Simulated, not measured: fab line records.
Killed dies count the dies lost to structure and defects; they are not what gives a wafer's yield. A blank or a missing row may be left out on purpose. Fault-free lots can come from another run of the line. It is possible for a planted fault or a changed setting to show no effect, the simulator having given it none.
fab line records | flow n5-finfet
record: lots: 7 | wafers: 39
route steps=1938 shown BEOL_M12@1656 BEOL_M14@1763
start-h: start of the lot's first displayed wafer, in hours after the record's first day | wait-h: hours since the lot's step before | " the same as in the row above | L1.1+2: a row that stands for several wafers | - value missing, or start not given | * or withheld: withheld | < > ~ a bound
route shown NAME@n: names a module that has steps shown in the file, with the first one's number in the route | usual: mean/standard deviation taken from wafers without a fault | same: alike in all rows | chamber/n: place in a boat | sites: readings site by site | _std_site: standard deviation across them | _edge_site: inner sites' mean taken away from outer sites' mean | radius-mm: for every site, how far away it sits from the centre of the wafer | mask NAME#n: copy n | behind: the most recent tool/chamber to have shaped the wafer | hold: reason for holding the lot/hours on hold/outcome of the hold | device: whichever transistor did not switch (one of n, p or np) | end of line: tests of these same wafers at the route's end | a step given without rows: its recipe and nothing more | killed: at the first sort, the dies lost to defects and structure; wafer yield is something else | map: a wafer's dies, x killed, . not, _ none there
set.NAME: the run value of the setting; set.NAME@STEP: its run value at that earlier step | model.NAME: the simulator's own value behind a step, which no gauge read
lots run with intentionally changed settings; tables by step, rows by wafer
== steps ==
step: N5_BEOL_M12_DEP_53
recipe: material: SiCN | target-thk-a: 300 | temp-c: withheld | precursor: 3MS/NH3 | pressure-torr: 3 | rf-w: 675 | time-s: 10.5
lot.wafer  | tool     | chamber | start-h | wait-h | set.target-thk-a | model.SiCN_of_BEOL_M12_DEP_53.thk-nm
L074.1     | pecvd-04 | 2       | 251.25  | 0.0    | 300              | 29.2
L074.2+6   | "        | 0,1     | "       | "      | 300              | 29.6
L074.3     | "        | 1       | "       | "      | 300              | 29
L074.4     | "        | 0       | "       | "      | 300              | 29.8
L074.5     | "        | 2       | "       | "      | 300              | 29.4
L078.1+3   | pecvd-04 | 0,1     | 273.40  | 0.0    | 300              | 28.8
L078.2     | "        | 2       | "       | "      | 300              | 29
L078.4+6   | "        | 0,2     | "       | "      | 300              | 29.6
L078.5     | "        | 1       | "       | "      | 300              | 29.4
L081.1     | pecvd-02 | 2       | 283.62  | 0.0    | 300              | 29.2
L081.2     | "        | 1       | "       | "      | 353.6            | 35.2
L081.3     | "        | 0       | "       | "      | 353.6            | 35.4
L081.4     | "        | 1       | "       | "      | 353.6            | 35.8
L081.5     | "        | 0       | "       | "      | 300              | 30.6
L081.6     | "        | 2       | "       | "      | 300              | 30
L080.1+4+5 | pecvd-01 | 2,0,2   | 288.58  | 0.0    | 300              | 30
L080.2     | "        | 0       | "       | "      | 300              | 29.2
L080.3     | "        | 1       | "       | "      | 300              | 29.8
L080.6     | "        | 1       | "       | "      | 300              | 30.2
L082.3     | pecvd-02 | 2       | 298.24  | 0.0    | 300              | 28.8
L082.4+5   | "        | 1,0     | "       | "      | 300              | 29.8
L083.1     | pecvd-01 | 2       | 302.36  | 0.0    | 300              | 30.8
L083.2     | "        | 0       | "       | "      | 300              | 29.6
L083.3+5   | "        | 1,0     | "       | "      | 300              | 30
L083.4+6   | "        | 2,1     | "       | "      | 300              | 31
L097.1     | pecvd-01 | 0       | 391.27  | 0.0    | 238.2            | 23.2
L097.2     | "        | 2       | "       | "      | 238.2            | 24
L097.3     | "        | 1       | "       | "      | 300              | 30
L097.4     | "        | 1       | "       | "      | 300              | 30.4
L097.5     | "        | 2       | "       | "      | 238.2            | 24.4
L097.6     | "        | 0       | "       | "      | 300              | 30.2
step: N5_BEOL_M14_SPUTTER_44
recipe: material: Ta | target-thk-a: 150 | temp-c: 50 | bias-v: 80 | power-w: 15000 | chamber-pressure-pa: 0.07 | time-s: 24.19
lot.wafer  | tool           | chamber | start-h | wait-h | set.time-s | model.Ta_of_BEOL_M14_SPUTTER_44.thk-nm
L074.1     | pvd-sputter-02 | -       | 259.10  | 0.0    | 35.96      | 21.8
L074.2     | "              | -       | "       | "      | 24.19      | 14.8
L074.3     | "              | -       | "       | "      | 24.19      | 15.2
L074.4     | "              | -       | "       | "      | 35.96      | 22.2
L074.5     | "              | -       | "       | "      | 24.19      | 14.6
L074.6     | "              | -       | "       | "      | 35.96      | 22
L078.1+3+4 | pvd-sputter-03 | -       | 282.33  | 0.0    | 36.84      | 23
L078.2     | "              | -       | "       | "      | 24.19      | 15
L078.5     | "              | -       | "       | "      | 24.19      | 15.4
L078.6     | "              | -       | "       | "      | 24.19      | 14.8
L081.1     | pvd-sputter-01 | -       | 300.27  | 0.0    | 24.19      | 14.6
L081.2+6   | "              | -       | "       | "      | 19.56      | 11.8
L081.3+5   | "              | -       | "       | "      | 24.19      | 14.8
L081.4     | "              | -       | "       | "      | 19.56      | 11.6
L080.1     | pvd-sputter-02 | -       | 304.26  | 0.0    | 24.19      | 15.2
L080.2+6   | "              | -       | "       | "      | 17.06      | 10.8
L080.3     | "              | -       | "       | "      | 17.06      | 10.6
L080.4     | "              | -       | "       | "      | 24.19      | 15.6
L080.5     | "              | -       | "       | "      | 24.19      | 15.4
L082.3+4   | pvd-sputter-03 | -       | 308.08  | 0.0    | 24.19      | 15
L082.5     | "              | -       | "       | "      | 24.19      | 14.8
L083.1+2   | pvd-sputter-03 | -       | 312.29  | 0.0    | 19.97      | 12.8
L083.3+6   | "              | -       | "       | "      | 24.19      | 15.4
L083.4     | "              | -       | "       | "      | 19.97      | 12.6
L083.5     | "              | -       | "       | "      | 24.19      | 15
L097.1+3   | pvd-sputter-02 | -       | 401.78  | 0.0    | 33.49      | 20.8
L097.2     | "              | -       | "       | "      | 33.49      | 20.4
L097.4     | "              | -       | "       | "      | 24.19      | 15.4
L097.5     | "              | -       | "       | "      | 24.19      | 15
L097.6     | "              | -       | "       | "      | 24.19      | 14.8
step: N5_BEOL_M14_SPUTTER_45
recipe: material: Cu | target-thk-a: 1000 | temp-c: -20 | bias-v: 60 | power-w: 26000 | chamber-pressure-pa: 0.13 | time-s: 16.67
step: N5_BEOL_M14_ECD_47
recipe: material: Cu | target-thk-a: 12480
step: N5_BEOL_M14_ANNEAL_48
recipe: temp-c: 225 | time-s: 90 | ambient: N2
step: N5_BEOL_M14_CMP_49
recipe: stop-on: SiO2 | t-overpolish-s: 5.2 | down-force-psi: 2 | platen-rpm: 80 | clearing-platen-down-force-psi: 2 | clearing-platen-rpm: 80 | post-cmp-clean: cu-alkaline | target-thk-nm: 560 | clearing-platen-pad-velocity-m-s: 1.5917 | pad-velocity-m-s: 1.5917
usual: barrier-field-endpoint-s: 11.3/0.31
lot.wafer | tool   | chamber | start-h | wait-h | set.time-s@BEOL_M14_SPUTTER_44 | barrier-field-endpoint-s
L074.3    | cmp-01 | 3       | 259.79  | 0.2    | 24.19                          | 11.6
L074.4    | "      | 0       | "       | "      | 35.96                          | 14.2
L074.1    | "      | 1       | "       | "      | 35.96                          | 14.0
L074.2    | "      | 2       | "       | "      | 24.19                          | 11.6
L074.6    | "      | 3       | "       | "      | 35.96                          | 14.1
L074.5    | "      | 0       | "       | "      | 24.19                          | 11.0
L078.2    | cmp-02 | 2       | 283.76  | 0.2    | 24.19                          | 11.3
L078.3    | "      | 3       | "       | "      | 36.84                          | 14.1
L078.4    | "      | 0       | "       | "      | 36.84                          | 15.4
L078.1    | "      | 1       | "       | "      | 36.84                          | 14.1
L078.6    | "      | 2       | "       | "      | 24.19                          | 11.5
L078.5    | "      | 3       | "       | "      | 24.19                          | 11.2
L081.2    | cmp-02 | 2       | 300.95  | 0.2    | 19.56                          | 9.9
L081.3    | "      | 3       | "       | "      | 24.19                          | 11.0
L081.4    | "      | 0       | "       | "      | 19.56                          | 10.4
L081.1    | "      | 1       | "       | "      | 24.19                          | 11.0
L081.5    | "      | 2       | "       | "      | 24.19                          | 11.0
L081.6    | "      | 3       | "       | "      | 19.56                          | 10.0
L080.4    | cmp-03 | 0       | 305.41  | 0.2    | 24.19                          | 11.6
L080.1    | "      | 1       | "       | "      | 24.19                          | 11.4
L080.3    | "      | 2       | "       | "      | 17.06                          | 9.8
L080.2    | "      | 3       | "       | "      | 17.06                          | 10.2
L080.5    | "      | 0       | "       | "      | 24.19                          | 11.4
L080.6    | "      | 1       | "       | "      | 17.06                          | 9.8
L082.3    | cmp-01 | 2       | 309.28  | 0.4    | 24.19                          | 11.6
L082.4    | "      | 3       | "       | "      | 24.19                          | 11.3
L082.5    | "      | 1       | "       | "      | 24.19                          | 11.2
L083.3    | cmp-01 | 0       | 313.09  | 0.2    | 24.19                          | 11.1
L083.1    | "      | 1       | "       | "      | 19.97                          | 10.5
L083.2    | "      | 2       | "       | "      | 19.97                          | 10.7
L083.4    | "      | 3       | "       | "      | 19.97                          | 10.7
L083.5    | "      | 0       | "       | "      | 24.19                          | 11.3
L083.6    | "      | 1       | "       | "      | 24.19                          | 11.4
L097.1    | cmp-02 | 1       | 402.53  | 0.3    | 33.49                          | 13.1
L097.2    | "      | 2       | "       | "      | 33.49                          | 13.3
L097.4    | "      | 3       | "       | "      | 24.19                          | 11.2
L097.3    | "      | 0       | "       | "      | 33.49                          | 13.7
L097.6    | "      | 1       | "       | "      | 24.19                          | 10.8
L097.5    | "      | 2       | "       | "      | 24.19                          | 10.9
== key ==
split: step: N5_BEOL_M12_DEP_53 | setting: target-thk-a | stated: 300 | by: wafer
response: step: N5_BEOL_M12_DEP_53 | reading: model.SiCN_of_BEOL_M12_DEP_53.thk-nm | change: +0.308 | per: 1% | r: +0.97
split: step: N5_BEOL_M14_SPUTTER_44 | setting: time-s | stated: 24.19 | by: wafer
response: step: N5_BEOL_M14_SPUTTER_44 | reading: model.Ta_of_BEOL_M14_SPUTTER_44.thk-nm | change: +0.15 | per: 1% | r: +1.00
response: step: N5_BEOL_M14_CMP_49 | reading: barrier-field-endpoint-s | change: +0.0575 | per: 1% | r: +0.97
